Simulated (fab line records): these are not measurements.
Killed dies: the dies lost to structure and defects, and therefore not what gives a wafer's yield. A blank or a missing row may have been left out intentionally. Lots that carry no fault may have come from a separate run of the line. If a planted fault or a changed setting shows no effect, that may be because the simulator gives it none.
The tool behind it: which one? / flow nand-harc / 12 lots, 36 wafers sampled, at 5 steps of a route of 1302

== WHAT THE GAUGES READ, wafer by wafer ==
NHARC_A_BONDPAD_THK_MEAS_20: measures by xrf.
lot=L146; measured=day 22 23:40; on=film-metro-02; thk-nm (nm)=170.1 169.7 170.0
lot=L148; measured=day 23 10:24; on=film-metro-01; thk-nm (nm)=171.5 168.9 171.5
lot=L147; measured=day 23 12:45; on=film-metro-02; thk-nm (nm)=169.3 169.4 169.9
lot=L149; measured=day 24 01:40; on=film-metro-02; thk-nm (nm)=167.8 168.3 171.2
lot=L151; measured=day 24 15:04; on=film-metro-01; thk-nm (nm)=170.2 169.8 170.8
lot=L155; measured=day 26 09:14; on=film-metro-02; thk-nm (nm)=169.3 169.7 169.7
lot=L153; measured=day 26 14:32; on=film-metro-01; thk-nm (nm)=171.7 172.7 171.6
lot=L157; measured=day 26 19:19; on=film-metro-02; thk-nm (nm)=167.5 171.5 171.0
lot=L158; measured=day 27 01:50; on=film-metro-01; thk-nm (nm)=167.2 170.6 167.8
lot=L159; measured=day 29 11:32; on=film-metro-01; thk-nm (nm)=171.5 172.3 171.2
lot=L165; measured=day 30 08:39; on=film-metro-02; thk-nm (nm)=170.1 170.8 171.1
lot=L166; measured=day 31 08:55; on=film-metro-02; thk-nm (nm)=170.5 170.5 170.6

NHARC_END_SORT_01.
lot=L165; measured=day 31 14:07; on=prober-02; killed-at-array=137 104 167; killed-at-other=0 1 0; killed-at-periphery=3 1 4; killed-dies=140 106 171; killed-open=1 3 3; killed-short=1 1 4
lot=L166; measured=day 32 19:12; on=prober-01; killed-at-array=109 147 131; killed-at-other=2 0 2; killed-at-periphery=3 2 1; killed-dies=114 149 134; killed-open=4 2 3; killed-short=3 2 0

== TOOL THAT RAN EACH LOT (tool first, then ch and the chambers of the sampled wafers, then the start) ==
lot=L146; NHARC_A_CONTACT_ETCH_125=har-cap-etch-02 ch 0,1, day 21 18:28; NHARC_A_BONDPAD_STRIP_15=rie-diel-09 ch 0,2,3, day 22 21:39; NHARC_THIN_TSV_DESCUM_35=rie-diel-05 ch 0,1, day 23 18:20
lot=L148; NHARC_A_CONTACT_ETCH_125=har-cap-etch-02 ch 0, day 22 06:33; NHARC_A_BONDPAD_STRIP_15=rie-diel-07 ch 0,1,2, day 23 08:26; NHARC_THIN_TSV_DESCUM_35=rie-diel-01 ch 1,2, day 24 05:01
lot=L147; NHARC_A_CONTACT_ETCH_125=har-cap-etch-02 ch 0,1, day 22 09:14; NHARC_A_BONDPAD_STRIP_15=rie-diel-09 ch 0,2, day 23 10:46; NHARC_THIN_TSV_DESCUM_35=rie-diel-13 ch 2,3, day 24 06:05
lot=L149; NHARC_A_CONTACT_ETCH_125=har-cap-etch-03 ch 0,1, day 22 20:26; NHARC_A_BONDPAD_STRIP_15=rie-diel-07 ch 0,3, day 23 23:43; NHARC_THIN_TSV_DESCUM_35=rie-diel-01 ch 1,2, day 24 20:26
lot=L151; NHARC_A_CONTACT_ETCH_125=har-cap-etch-01 ch 0,1, day 23 11:19; NHARC_A_BONDPAD_STRIP_15=rie-diel-09 ch 0,1,2, day 24 13:09; NHARC_THIN_TSV_DESCUM_35=rie-diel-01 ch 0,2, day 25 11:25
lot=L155; NHARC_A_CONTACT_ETCH_125=har-cap-etch-03 ch 0,1, day 25 00:39; NHARC_A_BONDPAD_STRIP_15=rie-diel-11 ch 0,2, day 26 07:18; NHARC_THIN_TSV_DESCUM_35=rie-diel-05 ch 0,1, day 27 04:42
lot=L153; NHARC_A_CONTACT_ETCH_125=har-cap-etch-02 ch 1, day 25 08:02; NHARC_A_BONDPAD_STRIP_15=rie-diel-07 ch 0,2,3, day 26 12:37; NHARC_THIN_TSV_DESCUM_35=rie-diel-13 ch 0,1,3, day 27 09:32
lot=L157; NHARC_A_CONTACT_ETCH_125=har-cap-etch-02 ch 0,1, day 25 13:07; NHARC_A_BONDPAD_STRIP_15=rie-diel-09 ch 0,1,2, day 26 17:23; NHARC_THIN_TSV_DESCUM_35=rie-diel-13 ch 0,1,2, day 27 14:23
lot=L158; NHARC_A_CONTACT_ETCH_125=har-cap-etch-03 ch 0,1, day 25 22:09; NHARC_A_BONDPAD_STRIP_15=rie-diel-09 ch 0,3, day 26 23:53; NHARC_THIN_TSV_DESCUM_35=rie-diel-01 ch 0,1, day 27 20:03
lot=L159; NHARC_A_CONTACT_ETCH_125=har-cap-etch-01 ch 0,1, day 28 03:17; NHARC_A_BONDPAD_STRIP_15=rie-diel-11 ch 0,2,3, day 29 09:34; NHARC_THIN_TSV_DESCUM_35=rie-diel-01 ch 0,1,2, day 30 04:26
lot=L165; NHARC_A_CONTACT_ETCH_125=har-cap-etch-02 ch 0,1, day 29 04:07; NHARC_A_BONDPAD_STRIP_15=rie-diel-11 ch 0,2,3, day 30 06:41; NHARC_THIN_TSV_DESCUM_35=rie-diel-05 ch 2,3, day 31 03:31
lot=L166; NHARC_A_CONTACT_ETCH_125=har-cap-etch-02 ch 0,1, day 30 01:48; NHARC_A_BONDPAD_STRIP_15=rie-diel-07 ch 0,1,3, day 31 06:45; NHARC_THIN_TSV_DESCUM_35=rie-diel-05 ch 1,2, day 32 08:41
- NHARC_A_CONTACT_ETCH_125: etches the open film in C4F8/O2/Ar, time 197 s, target depth 1918 nm.
- NHARC_A_BONDPAD_STRIP_15: strips in O2.
- NHARC_THIN_TSV_DESCUM_35: chemistry O2, time 3 s.

== WHAT THE TOOLS THEMSELVES READ (means of the sampled wafers that have a number; where no wafer has one, the mark that the record gives instead) ==
NHARC_A_BONDPAD_STRIP_15.
lot=L146; tool=rie-diel-09; drypump-motor-current-A (A)=5.9; oes-product-au (a.u.)=1.003; rf-vpp-V (V)=57.5; showerhead-plenum-p-Torr (Torr)=3.56; throttle-valve-pct (%)=17.030
lot=L148; tool=rie-diel-07; drypump-motor-current-A (A)=6.1; oes-product-au (a.u.)=0.994; rf-vpp-V (V)=58.7; showerhead-plenum-p-Torr (Torr)=3.53; throttle-valve-pct (%)=17.034
lot=L147; tool=rie-diel-09; drypump-motor-current-A (A)=5.6; oes-product-au (a.u.)=0.998; rf-vpp-V (V)=58.3; showerhead-plenum-p-Torr (Torr)=3.52; throttle-valve-pct (%)=17.034
lot=L149; tool=rie-diel-07; drypump-motor-current-A (A)=6.1; oes-product-au (a.u.)=1.002; rf-vpp-V (V)=57.9; showerhead-plenum-p-Torr (Torr)=3.48; throttle-valve-pct (%)=17.047
lot=L151; tool=rie-diel-09; drypump-motor-current-A (A)=5.7; oes-product-au (a.u.)=1.001; rf-vpp-V (V)=58.6; showerhead-plenum-p-Torr (Torr)=3.56; throttle-valve-pct (%)=17.034
lot=L155; tool=rie-diel-11; drypump-motor-current-A (A)=6.2; oes-product-au (a.u.)=1.011; rf-vpp-V (V)=57.0; showerhead-plenum-p-Torr (Torr)=3.59; throttle-valve-pct (%)=17.052
lot=L153; tool=rie-diel-07; drypump-motor-current-A (A)=6.0; oes-product-au (a.u.)=0.989; rf-vpp-V (V)=58.5; showerhead-plenum-p-Torr (Torr)=3.54; throttle-valve-pct (%)=17.041
lot=L157; tool=rie-diel-09; drypump-motor-current-A (A)=5.7; oes-product-au (a.u.)=0.995; rf-vpp-V (V)=58.0; showerhead-plenum-p-Torr (Torr)=3.56; throttle-valve-pct (%)=17.041
lot=L158; tool=rie-diel-09; drypump-motor-current-A (A)=5.9; oes-product-au (a.u.)=1.002; rf-vpp-V (V)=57.4; showerhead-plenum-p-Torr (Torr)=3.43; throttle-valve-pct (%)=17.031
lot=L159; tool=rie-diel-11; drypump-motor-current-A (A)=5.8; oes-product-au (a.u.)=1.007; rf-vpp-V (V)=58.0; showerhead-plenum-p-Torr (Torr)=3.53; throttle-valve-pct (%)=17.033
lot=L165; tool=rie-diel-11; drypump-motor-current-A (A)=5.8; oes-product-au (a.u.)=1.009; rf-vpp-V (V)=57.2; showerhead-plenum-p-Torr (Torr)=3.53; throttle-valve-pct (%)=17.038
lot=L166; tool=rie-diel-07; drypump-motor-current-A (A)=5.9; oes-product-au (a.u.)=1.000; rf-vpp-V (V)=58.3; showerhead-plenum-p-Torr (Torr)=3.56; throttle-valve-pct (%)=17.037

NHARC_THIN_TSV_DESCUM_35.
lot=L146; tool=rie-diel-05; drypump-motor-current-A (A)=6.1; oes-product-au (a.u.)=0.982; rf-vpp-V (V)=57.4; showerhead-plenum-p-Torr (Torr)=1.88; throttle-valve-pct (%)=11.315
lot=L148; tool=rie-diel-01; drypump-motor-current-A (A)=6.1; oes-product-au (a.u.)=1.003; rf-vpp-V (V)=58.2; showerhead-plenum-p-Torr (Torr)=1.94; throttle-valve-pct (%)=11.307
lot=L147; tool=rie-diel-13; drypump-motor-current-A (A)=5.9; oes-product-au (a.u.)=0.999; rf-vpp-V (V)=56.9; showerhead-plenum-p-Torr (Torr)=1.83; throttle-valve-pct (%)=11.311
lot=L149; tool=rie-diel-01; drypump-motor-current-A (A)=6.0; oes-product-au (a.u.)=0.994; rf-vpp-V (V)=57.3; showerhead-plenum-p-Torr (Torr)=1.89; throttle-valve-pct (%)=11.306
lot=L151; tool=rie-diel-01; drypump-motor-current-A (A)=6.1; oes-product-au (a.u.)=1.000; rf-vpp-V (V)=59.2; showerhead-plenum-p-Torr (Torr)=1.97; throttle-valve-pct (%)=11.306
lot=L155; tool=rie-diel-05; drypump-motor-current-A (A)=5.9; oes-product-au (a.u.)=0.997; rf-vpp-V (V)=57.2; showerhead-plenum-p-Torr (Torr)=1.95; throttle-valve-pct (%)=11.304
lot=L153; tool=rie-diel-13; drypump-motor-current-A (A)=5.6; oes-product-au (a.u.)=1.006; rf-vpp-V (V)=57.0; showerhead-plenum-p-Torr (Torr)=1.82; throttle-valve-pct (%)=11.313
lot=L157; tool=rie-diel-13; drypump-motor-current-A (A)=5.1; oes-product-au (a.u.)=1.002; rf-vpp-V (V)=56.7; showerhead-plenum-p-Torr (Torr)=1.86; throttle-valve-pct (%)=11.304
lot=L158; tool=rie-diel-01; drypump-motor-current-A (A)=5.8; oes-product-au (a.u.)=1.005; rf-vpp-V (V)=57.8; showerhead-plenum-p-Torr (Torr)=1.86; throttle-valve-pct (%)=11.309
lot=L159; tool=rie-diel-01; drypump-motor-current-A (A)=6.0; oes-product-au (a.u.)=0.995; rf-vpp-V (V)=57.5; showerhead-plenum-p-Torr (Torr)=1.91; throttle-valve-pct (%)=11.310
lot=L165; tool=rie-diel-05; drypump-motor-current-A (A)=5.8; oes-product-au (a.u.)=0.999; rf-vpp-V (V)=57.6; showerhead-plenum-p-Torr (Torr)=1.86; throttle-valve-pct (%)=11.311
lot=L166; tool=rie-diel-05; drypump-motor-current-A (A)=6.2; oes-product-au (a.u.)=0.989; rf-vpp-V (V)=57.2; showerhead-plenum-p-Torr (Torr)=1.82; throttle-valve-pct (%)=11.313

== THE ANSWER, worked out from the rows above alone ==
Rule: the usual values come from the lots themselves. The widest of any qualifying gaps counts: lots, ordered by their means at a reading, are off when they make up no more than a third of the lots, leave a main group of 4 or more, and stand apart from it by 3 or more times the standard deviation of that group's means. Not used: any main group whose means are identical at the precision the tables above print for the reading. Also off: a lot with no number at a reading for which 4 or more lots have one. All remaining lots with rows at the step are treated as sound. First the gauges in route order, then the tools' own readings, where a lot's mean is used as printed above. At the first step where some lot is off, the reading lying furthest off is the one used; lots without a number count as furthest.
No lot is off on any of the readings shown, so nothing can be concluded from this.

== WHAT THE SIMULATOR HAD INSERTED ==
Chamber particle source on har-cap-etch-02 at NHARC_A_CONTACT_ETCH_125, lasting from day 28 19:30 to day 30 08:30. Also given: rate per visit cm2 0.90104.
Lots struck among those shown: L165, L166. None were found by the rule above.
